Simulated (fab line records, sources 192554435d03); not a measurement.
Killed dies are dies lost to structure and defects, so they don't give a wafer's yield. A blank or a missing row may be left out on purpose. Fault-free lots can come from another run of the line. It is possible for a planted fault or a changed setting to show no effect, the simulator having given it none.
Split-lot trial -- flow n5_finfet -- route with 1938 steps; 7 lots, 21 wafers read

## SPLIT DETAILS
At N5_BEOL_M2_COAT_22 (resist thk 30 nm), the setting spin_rpm was moved away from the recipe's 1500 rpm on 10 of the 21 wafers read, by -10.8% to +7.7%. For the rest of the wafers, this setting stayed at what the recipe calls for.

## FROM THE SPLIT TO THE READING: what the file shows between them, 4 steps
- N5_BEOL_M2_EBR_24
- N5_BEOL_M2_SOFTBAKE_23: time 60 s
- N5_BEOL_M2_DESCUM_33: chemistry O2, time 7 s
- N5_BEOL_M2_ETCH_77: etches underlayer in N2/H2, target depth 6.5 nm, time 5.2 s

## THE READING
CAR-EUV_of_BEOL_M2_COAT_22.thk_nm (the simulator's own value, which no gauge read), in nm, at N5_BEOL_M2_ETCH_69 (etches SiARC in CF4, target depth 15.6 nm, time 26 s). The file does not state a usual value for it. The 11 wafers here that ran the recipe average 11.2 nm, standard deviation 0.15 nm.

wafer,"tool, chamber at the split","spin_rpm as run, rpm",against the recipe,"CAR-EUV_of_BEOL_M2_COAT_22.thk_nm, nm",against lot-mates on the recipe
L078.1,"litho_track-02, 0",1338,-10.8%,13,no lot-mate on the recipe
L078.4,"litho_track-02, 0",1338,-10.8%,13,no lot-mate on the recipe
L078.2,"litho_track-02, 0",1338,-10.8%,12.8,no lot-mate on the recipe
L082.1,"litho_track-02, 0",1616,+7.7%,10.2,-1.4
L082.2,"litho_track-02, 0",1616,+7.7%,10.2,-1.4
L082.5,"litho_track-02, 0",1500,recipe,11.6,-
L084.2,"litho_track-03, 0",1500,recipe,11.2,-
L084.3,"litho_track-03, 0",1500,recipe,11.2,-
L084.6,"litho_track-03, 0",1396,-6.9%,12.4,+1.2
L089.2,"litho_track-02, 0",1368,-8.8%,12.8,+1.6
L089.4,"litho_track-02, 0",1368,-8.8%,12.6,+1.4
L089.6,"litho_track-02, 0",1500,recipe,11.2,-
L091.3,"litho_track-01, 0",1380,-8.0%,12.4,+1.2
L091.5,"litho_track-01, 0",1500,recipe,11.2,-
L091.6,"litho_track-01, 0",1500,recipe,11.2,-
L094.1,"litho_track-01, 0",1500,recipe,11,-
L094.5,"litho_track-01, 0",1500,recipe,11,-
L094.4,"litho_track-01, 0",1500,recipe,11.2,-
L095.3,"litho_track-03, 0",1500,recipe,11.2,-
L095.5,"litho_track-03, 0",1500,recipe,11.2,-
L095.4,"litho_track-03, 0",1585,+5.7%,10.2,-1.0

FIT RESULTS
A straight line over all 21 wafers: CAR-EUV_of_BEOL_M2_COAT_22.thk_nm changes by -0.156 nm for each +1% of spin_rpm; r = -0.99; the points scatter about the line by 0.15 nm.
The same after taking each lot's own level away (the mean of its wafers on the recipe; 18 wafers): -0.172 nm for each +1%; r = -1.00; scatter 0.071 nm.
According to that fit, moving spin_rpm by its largest amount changes the reading by 1.9 nm.
The span of the lots' own levels, 11.07 to 11.60 nm, comes to 3.6 times the standard deviation stated above.
So the lot-to-lot level changes the slope little: the two slopes agree.
Check: with one of the wafers moved furthest among these (-8.8%) left out of the fit, the line predicts +1.46 nm for it against its lot-mates. Against them it came out at +1.6 nm.

## THESE WAFERS: OTHER SPLITS
Other splits were also applied to these wafers ahead of the reading. Each is held against what the fit with the lots' levels taken away leaves over:
other split on the same wafers,wafers away from the commonest value,r with CAR-EUV_of_BEOL_M2_COAT_22.thk_nm (lot level and that fit taken away)
N5_BEOL_M0_SAQP_EXPOSE_37 dose_mj,6,+0.16
N5_BEOL_M0_SAQP_ALD_48 ald_cycles,6,-0.23
N5_BEOL_M1_ILD_DEP_00 time_s,3,-0.01
N5_BEOL_M1_COAT_05 spin_rpm,7,+0.38
N5_BEOL_M1_ETCH_70 source_w,10,-0.17

## THE WHOLE CHAIN: every reading that the file lists as answering this split, in the file's order
step,what it does,reading,change (the file's fit),r (the file's)
N5_BEOL_M2_COAT_22,resist thk 30 nm,"CAR-EUV_of_BEOL_M2_COAT_22.thk_nm (the simulator's own value, which no gauge read)",-0.149 nm for each +1% of the setting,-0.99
N5_BEOL_M2_ETCH_77,"etches underlayer in N2/H2, target depth 6.5 nm, time 5.2 s","CAR-EUV_of_BEOL_M2_COAT_22.thk_nm (the simulator's own value, which no gauge read)",-0.164 nm for each +1% of the setting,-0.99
N5_BEOL_M2_ETCH_69,"etches SiARC in CF4, target depth 15.6 nm, time 26 s","CAR-EUV_of_BEOL_M2_COAT_22.thk_nm (the simulator's own value, which no gauge read)",-0.169 nm for each +1% of the setting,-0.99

## FILE'S OWN FIT
CAR-EUV_of_BEOL_M2_COAT_22.thk_nm changes by -0.169 nm for each +1% of spin_rpm, r = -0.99.
